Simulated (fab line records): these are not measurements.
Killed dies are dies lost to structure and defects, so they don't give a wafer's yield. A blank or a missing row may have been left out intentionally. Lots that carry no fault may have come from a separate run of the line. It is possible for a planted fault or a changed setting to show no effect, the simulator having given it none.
Matching of chambers | flow nand harc | NHARC_P_BONDPAD_DEP_00 on pecvd-02: 3 sister chambers
The step deposits SiCN, target thk 250 nm. 18 wafers are shown with their chamber, then 9 later ones without.

== WAFERS, EACH WITH ITS CHAMBER ==
wafer  | chamber | heater power w (W) | susceptor temp C (C)
L079.4 | 1       | 648                | 370.15
L079.5 | 2       | 539                | 370.08
L079.6 | 0       | 573                | 370.48
L080.2 | 2       | 569                | 369.98
L080.4 | 0       | 502                | 369.93
L080.5 | 2       | 453                | 370.08
L085.1 | 1       | 552                | 370.23
L085.2 | 0       | 611                | 370.16
L085.6 | 2       | 523                | 370.14
L089.3 | 1       | 589                | 369.73
L089.4 | 2       | 580                | 370.35
L089.6 | 0       | 555                | 369.84
L090.4 | 1       | 479                | 369.94
L090.5 | 2       | 577                | 369.91
L090.6 | 0       | 495                | 369.91
L092.1 | 0       | 558                | 369.85
L092.4 | 2       | 549                | 369.98
L092.5 | 2       | 569                | 369.99

SIGNATURES (means of the wafers above)
reading          | chamber 0 | chamber 1 | chamber 2 | scatter within a chamber
heater power w   | 549.00    | 567.00    | 544.88    | 49.7
susceptor temp C | 370.0283  | 370.0125  | 370.0638  | 0.199
Rule: distance of a wafer from a chamber = root of the sum over the readings of ((wafer's reading minus chamber's mean) / reading's scatter) squared. If the next closest chamber is less than 2 further off than the closest, the wafer can't be placed; otherwise it belongs to the closest. How the scatter is found: for the shown wafers, subtract from each reading the mean of its chamber, square and add these, divide the total by (wafers less chambers), then take the root.

== WAFERS WHOSE CHAMBER IS MISSING ==
wafer  | heater power w (W) | susceptor temp C (C)
L093.2 | 557                | 370.04
L093.4 | 549                | 369.98
L093.5 | 550                | 369.91
L096.2 | 577                | 369.89
L096.4 | 602                | 370.02
L096.5 | 536                | 369.99
L097.1 | 543                | 369.93
L097.2 | 598                | 370.23
L097.5 | 549                | 369.93

== WHICH CHAMBER EACH ONE RAN IN ==
wafer  | from the rows above          | in truth
L093.2 | can't be placed: 0 or 1 or 2 | 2
L093.4 | can't be placed: 0 or 1 or 2 | 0
L093.5 | can't be placed: 0 or 1 or 2 | 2
L096.2 | can't be placed: 1 or 0 or 2 | 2
L096.4 | can't be placed: 1 or 0 or 2 | 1
L096.5 | can't be placed: 0 or 2 or 1 | 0
L097.1 | can't be placed: 0 or 1 or 2 | 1
L097.2 | can't be placed: 1 or 2 or 0 | 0
L097.5 | can't be placed: 0 or 1 or 2 | 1
0 of 9 placed correctly. Not placeable from these rows: 9 (in 9, the candidates include the true chamber). 0 placed wrongly.
